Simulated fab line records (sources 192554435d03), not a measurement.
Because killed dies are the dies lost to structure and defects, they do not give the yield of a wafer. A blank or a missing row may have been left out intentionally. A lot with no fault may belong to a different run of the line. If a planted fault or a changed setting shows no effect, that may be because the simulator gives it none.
A lot that was struck, set against a sound lot ; flow n5-finfet ; 38 steps out of a route of 1938
Sound: the wafers L785.2, L785.4, L785.5. Struck: wafers L784.1, L784.5. (L784.3 of the same lot was not struck and is left out.) The cause comes at the end.
Order at every step that has rows: each side's tool, ch and its chambers, its first start. Under that, the readings that differ: sound wafers ; struck wafers ; difference of the means ; sigmas: that difference in standard deviations of wafers without a fault.
alike: a reading whose means differ by less than 2 such deviations, as well as words and numbers matching on both sides. not compared: withheld readings; readings where some wafer has no value; bounds like >300 that might hide an equal value; numbers whose values overlap and for which the record gives no deviation.
Wherever a step has rows on one side only, a row that says differs or no value, or a row with sigmas, the two part there. Non-overlapping numbers with no deviation appear without sigmas and do not part them. A reading that every wafer of one side lacks parts them only if that side has two wafers or more.

first, 9 steps without rows for these wafers: N5_BEOL_M4_ANNEAL_95 (time 240 s); N5_BEOL_M4_SPUTTER_96 (material Cu, target thk 4.5 nm, time 8.29 s); N5_BEOL_M4_ECD_50 (material Cu, target thk 300 nm); N5_BEOL_M4_ANNEAL_51 (time 90 s); N5_BEOL_M4_CMP_52 (polishes, stops on SiOC, t overpolish 6.8 s, target thk 40 nm); N5_BEOL_M4_PRE_CLEAN_60 (time 15 s); N5_BEOL_M4_CO_CAP_55 (material Co, precursor CCTBA/H2, target thk 2 nm, time 102.1 s); N5_BEOL_M4_PRE_CLEAN_56 (time 15 s); N5_BEOL_M4_DEP_57 (deposits SiCN from 3MS/NH3, target thk 8 nm, time 14 s).
N5_BEOL_M4_RC_MEAS_101:
  sound on prober-01 ch 0, day 11 02:20; struck on prober-02 ch 0, day 11 00:16
  alike: DIBL_N, DIBL_P, IOFF_N, IOFF_P, ION_N, ION_P, SS_N, SS_P, VT_N, VT_P
then, 24 steps without rows for these wafers: N5_BEOL_M5_ILD_DEP_00 (deposits SiCOH lowk from DEMS/porogen, target thk 140.64 nm, time 25.9 s); N5_BEOL_M5_CURE_79 (cures SiCOH lowk, time 240 s); N5_BEOL_M5_PECVD_70 (deposits SiO2 from TEOS/O2, target thk 16 nm, time 18 s); N5_BEOL_M5_HM_DEP_02 (deposits TiN, target thk 20 nm); N5_BEOL_M5_COAT_59 (time 60 s, resist thk 60 nm); N5_BEOL_M5_COAT_60 (time 60 s, resist thk 12 nm); N5_BEOL_M5_COAT_71 (time 60 s, resist thk 5 nm); N5_BEOL_M5_COAT_05 (resist thk 30 nm); N5_BEOL_M5_EBR_07; N5_BEOL_M5_SOFTBAKE_06 (time 60 s); N5_BEOL_M5_EXPOSE_08 (exposes mask M5, target cd 28 nm); N5_BEOL_M5_PEB_09 (peb time 60 s); N5_BEOL_M5_DEVELOP_10 (develop time 30 s); N5_BEOL_M5_DESCUM_16 (chemistry O2, time 7 s); N5_BEOL_M5_ETCH_72 (etches underlayer in N2/H2, target depth 6.5 nm, time 5.2 s); N5_BEOL_M5_ETCH_61 (etches SiARC in CF4, target depth 15.6 nm, time 26 s); N5_BEOL_M5_ETCH_62 (etches SOC in N2/H2, target depth 75 nm, overetch 15 nm, time 112.5 s); N5_BEOL_M5_STRIP_63 (strips in N2/H2); N5_BEOL_M5_STRIP_73 (strips in N2/H2); N5_BEOL_M5_STRIP_64 (strips in CF4); N5_BEOL_M5_HM_OPEN_17 (chemistry Cl2/BCl3, target TiN, target depth 20 nm, overetch 6 nm); N5_BEOL_M5_STRIP_19 (strips in O2); N5_BEOL_M5_COAT_65 (time 60 s, resist thk 60 nm); N5_BEOL_M5_COAT_66 (time 60 s, resist thk 12 nm).
N5_BEOL_M8_CMP_52: polishes, stops on SiCOH lowk, t overpolish 6.9 s, target thk 80 nm.
  sound on cmp-04 ch 0,3, day 12 13:18; struck on cmp-02 ch 3, day 12 09:50
reading;sound;struck;difference;sigmas
barrier-field-endpoint-s (s);31.1 30.0 31.3;46.9 46.9;+16.1;+21
overpolish-run-s (s);6.897 6.894 6.903;0.043 0.045;-6.854;-99 or more
time-to-endpoint-s (s);70 64 68;81 81;+14;+4
  alike: head-pressure-psi, motor-current-A
  not compared: pad-life-wafers
N5_BEOL_M8_THK_MEAS_53: measures by xrf.
  struck on film-metro-01, day 12 10:08; sound on film-metro-02, day 12 13:35
reading;sound;struck;difference;sigmas
M8_THK (nm);89.2 83.8 89.6;196.0 198.7;+109.8;+44
N5_BEOL_M8_INSPECT_58: inspects for defects (darkfield).
  struck on defect-inspect-01, day 12 10:17; sound on defect-inspect-02, day 12 13:47
reading;sound;struck;difference;sigmas
raw-defect-count;69 72 65;1049 1078;+995;+41
-- here the record skips 3 days between the struck wafers' starts before and after, leaving off in module BEOL_M8 and picking up in module PASSIVATION (first step shown: number 1936 of the route) --
N5_PASSIVATION_PROBE_49:
  struck on prober-02, day 15 13:19; sound on prober-02, day 15 16:58
reading;sound;struck;difference;sigmas
defect-limited-yield (%);93.0 92.0;0 0;-92;-62
killed_at_M4_up;6 10;1096 1083;+1082;+99 or more
killed-dies;83 94;1180 1180;+1092;+64
killed-on-rim;14 9;152 152;+140;+39
sort-n-pass;1097 1086;0 0;-1092;-64
sort-yield-pct (%);93.0 92.0;0 0;-92;-62
  alike: killed_at_M0_to_M3, killed-at-contacts, killed-at-front-end, killed-at-other, killed-open, killed-short, sort_bin_5_function, sort_bin_6_memory

WHERE THEY PART
At N5_BEOL_M8_CMP_52 first; at N5_PASSIVATION_PROBE_49 last (within this record only).

WHY: what had been put in by the simulator
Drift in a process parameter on cmp-02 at N5_BEOL_M8_CMP_52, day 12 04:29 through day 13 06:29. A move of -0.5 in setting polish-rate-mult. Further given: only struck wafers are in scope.
